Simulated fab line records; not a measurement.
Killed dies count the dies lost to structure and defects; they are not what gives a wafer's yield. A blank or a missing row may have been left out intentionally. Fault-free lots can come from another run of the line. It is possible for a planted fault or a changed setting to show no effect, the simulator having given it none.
Chamber matching | flow n5_finfet | N5_PASSIVATION_PECVD_00 on pecvd-01: 3 sister chambers
The step deposits SiO2 from SiH4/N2O, target thk 200 nm, time 11.2 s. 18 wafers are shown with their chamber, then 9 later ones without.

## EACH WAFER AND ITS CHAMBER
wafer  | chamber | throttle_valve_pct (%) | showerhead_plenum_p_Torr (Torr) | heater_power_w (W)
L078.1 | 0       | 46.7                   | 8.35                            | 755
L078.3 | 1       | 52.4                   | 8.09                            | 632
L078.5 | 2       | 50.3                   | 8.07                            | 548
L077.1 | 0       | 46.6                   | 8.33                            | 638
L077.4 | 0       | 46.7                   | 8.36                            | 674
L077.5 | 2       | 50.2                   | 8.03                            | 479
L081.1 | 1       | 52.6                   | 8.08                            | 627
L081.3 | 2       | 50.5                   | 8.05                            | 598
L081.6 | 2       | 50.4                   | 8.04                            | 607
L083.1 | 1       | 52.7                   | 8.11                            | 605
L083.4 | 2       | 50.6                   | 8.04                            | 541
L083.5 | 0       | 46.7                   | 8.34                            | 769
L084.1 | 1       | 52.5                   | 8.08                            | 646
L084.5 | 1       | 52.6                   | 8.09                            | 653
L084.6 | 2       | 50.5                   | 8.03                            | 560
L086.1 | 0       | 46.3                   | 8.32                            | 676
L086.2 | 1       | 52.5                   | 8.06                            | 598
L086.4 | 2       | 50.1                   | 8.04                            | 582

SIGNATURES, as means of the wafers listed above
reading                  | chamber 0 | chamber 1 | chamber 2 | scatter within a chamber
throttle_valve_pct       | 46.600    | 52.550    | 50.371    | 0.157
showerhead_plenum_p_Torr | 8.3400    | 8.0850    | 8.0429    | 0.0153
heater_power_w           | 702.40    | 626.83    | 559.29    | 42
Rule: for each reading, subtract the chamber's mean from the wafer's reading, divide by that reading's scatter and square the result; add these up over the readings and take the root, which gives the wafer's distance from the chamber. If the next closest chamber is less than 2 further off than the closest, the wafer can't be placed; otherwise it belongs to the closest. The scatter: the root of (the sum of the squares of (reading less its chamber's mean) over the shown wafers, divided by (wafers less chambers)).

## WAFERS WITH NO CHAMBER GIVEN
wafer  | throttle_valve_pct (%) | showerhead_plenum_p_Torr (Torr) | heater_power_w (W)
L088.2 | 46.5                   | 8.33                            | 784
L088.3 | 50.5                   | 8.04                            | 526
L088.5 | 52.6                   | 8.08                            | 596
L095.1 | 52.9                   | 8.09                            | 546
L095.3 | 46.4                   | 8.33                            | 802
L095.5 | 46.6                   | 8.36                            | 806
L096.1 | 50.5                   | 8.05                            | 562
L096.5 | 52.5                   | 8.07                            | 594
L096.6 | 50.6                   | 8.04                            | 561

## EACH ONE'S CHAMBER
wafer  | from the rows above | in truth
L088.2 | 0                   | 0
L088.3 | 2                   | 2
L088.5 | 1                   | 1
L095.1 | 1                   | 1
L095.3 | 0                   | 0
L095.5 | 0                   | 0
L096.1 | 2                   | 2
L096.5 | 1                   | 1
L096.6 | 2                   | 2
9 of 9 placed correctly. Can't be placed from these rows: 0. Placed wrongly: 0.
